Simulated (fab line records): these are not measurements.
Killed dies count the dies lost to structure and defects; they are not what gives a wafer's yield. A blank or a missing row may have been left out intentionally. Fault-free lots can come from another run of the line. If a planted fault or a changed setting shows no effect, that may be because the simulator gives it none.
A struck lot beside a sound one :: flow n5 finfet :: 20 out of 1938 route steps
Sound: wafers L793.3, L793.4, L793.5. Struck: wafers L805.1, L805.4. (L805.5 of the same lot was not struck and is left out.) The cause comes at the end.
Per side, at each step with rows, come the tool, then ch with its chambers, and then its first start. Under that, the readings that differ: sound wafers :: struck wafers :: difference of the means :: sigmas: that difference in standard deviations of wafers without a fault.
alike: same words and numbers on both sides, and readings whose means sit less than 2 such deviations apart. not compared: any withheld reading, any reading some wafer has no value for, any bound like >300 that may hide the same value, and any number with overlapping values for which the record gives no deviation.
The two part at a step that has a row with sigmas, a row that says differs or no value, or rows on one side only. Numbers that have no deviation but don't overlap get no sigmas and don't part them. A reading missing from all wafers of one side parts the sides only when that side holds two or more wafers.

first, 9 steps without rows for these wafers: N5_GATE_CUT_COAT_07 (resist thk 30 nm); N5_GATE_CUT_EBR_09; N5_GATE_CUT_SOFTBAKE_08 (time 60 s); N5_GATE_CUT_EXPOSE_10 (exposes mask GATE CUT, target cd 20 nm); N5_GATE_CUT_PEB_11 (peb time 60 s); N5_GATE_CUT_DEVELOP_12 (develop time 30 s); N5_GATE_CUT_DESCUM_18 (chemistry O2, time 7 s); N5_GATE_CUT_ETCH_28 (etches underlayer in N2/H2, target depth 13 nm, time 10.4 s); N5_GATE_CUT_ETCH_36 (etches SiARC in CF4, target depth 13 nm, time 21.7 s).
N5_GATE_CUT_ETCH_37: etches SOC in N2/H2, target depth 60 nm, overetch 12 nm, time 90 s.
  sound on rie diel-04 ch 0,1,2, day 5 08:11; struck on rie diel-05 ch 2,3, day 8 06:29
reading: model.etch.depth nm (nm)
sound: 60.24 60.35 60.19
struck: 53.03 54.04
difference: -6.73
sigmas: 

reading: model.SiARC_of_GATE_CUT_COAT_35.thk nm (nm)
sound: 5.8 6.2 5.8
struck: 7 7
difference: +1
sigmas: 
  alike: drypump motor current A, oes product au, rf vpp V, showerhead plenum p Torr, throttle valve pct
  not compared: rf hours counter h
then, 5 steps without rows for these wafers: N5_GATE_CUT_STRIP_38 (strips in N2/H2); N5_GATE_CUT_STRIP_39 (strips in N2/H2); N5_GATE_CUT_HM_OPEN_40 (chemistry C4F6/O2, target SiO2, target depth 139 nm, time 85.1 s); N5_GATE_CUT_STRIP_41 (strips in CF4); N5_GATE_CUT_STRIP_42 (strips in O2).
N5_GATE_CUT_ETCH_19: etches SiNx in CH3F/O2, target depth 53.7 nm, time 76.7 s.
  sound on rie diel-04 ch 0,1,2, day 5 08:23; struck on rie diel-05 ch 2,3, day 8 06:41
reading: etch rf on time s (s)
sound: 76.7 76.1 75.6
struck: 191.8 76.5
difference: +58.0
sigmas: +36

reading: oes product au (a.u.)
sound: 0.57 0.71 0.60
struck: 0.27 0.36
difference: -0.31
sigmas: -4
  alike: drypump motor current A, oes_o_777_au, rf vpp V, showerhead plenum p Torr, throttle valve pct
  not compared: rf hours counter h, model.GATE_CUT.cd nm
N5_GATE_CUT_CUT_ETCH_53: etches W in SF6/Cl2, target depth 79.2 nm.
  sound on rie metal-03 ch 0,1, day 5 08:32; struck on rie metal-03 ch 0,1, day 8 06:48
reading: etch rf on time s (s)
sound: 27.1 25.8 26.9
struck: 34.3 34.3
difference: +7.7
sigmas: +14

reading: oes product au (a.u.)
sound: 0.69 0.87 0.70
struck: 0.33 0.29
difference: -0.44
sigmas: -3

reading: throttle valve pct (%)
sound: 28.9 28.8 28.9
struck: 27.3 27.5
difference: -1.5
sigmas: -4
  alike: drypump motor current A
  not compared: rf hours counter h
N5_GATE_CUT_CUT_ETCH_54: etches TiN in Cl2/BCl3, target depth 96.7 nm.
  sound on rie metal-03 ch 0,1, day 5 08:37; struck on rie metal-03 ch 0,1, day 8 06:52
reading: etch rf on time s (s)
sound: 37.9 35.8 37.6
struck: 47.9 47.9
difference: +10.8
sigmas: +15

reading: oes product au (a.u.)
sound: 0.70 0.87 0.70
struck: 0.35 0.29
difference: -0.44
sigmas: -3

reading: throttle valve pct (%)
sound: 22.13 21.97 22.11
struck: 22.54 22.64
difference: +0.52
sigmas: +2
  alike: drypump motor current A
  not compared: rf hours counter h
N5_GATE_CUT_CUT_ETCH_55: etches HfO2 in BCl3, target depth 3.2 nm.
  sound on rie metal-03 ch 0,1, day 5 08:40; struck on rie metal-03 ch 0,1, day 8 06:55
reading: oes product au (a.u.)
sound: 0.78 0.96 0.78
struck: 0.34 0.29
difference: -0.52
sigmas: -4
  alike: drypump motor current A, throttle valve pct
  not compared: rf hours counter h
-- a jump in the record: the struck wafers' starts before and after are 7 days apart (it breaks off in module GATE_CUT and resumes in module PASSIVATION, where the first step shown is number 1936 of the route) --
N5_PASSIVATION_PROBE_49:
  only the struck wafers here have rows in the record (prober-01, day 15 18:06); the sound ones have none

== WHERE THEY PART ==
First at N5_GATE_CUT_ETCH_19; last, within this record, at N5_PASSIVATION_PROBE_49.

WHY: whatever the simulator had introduced
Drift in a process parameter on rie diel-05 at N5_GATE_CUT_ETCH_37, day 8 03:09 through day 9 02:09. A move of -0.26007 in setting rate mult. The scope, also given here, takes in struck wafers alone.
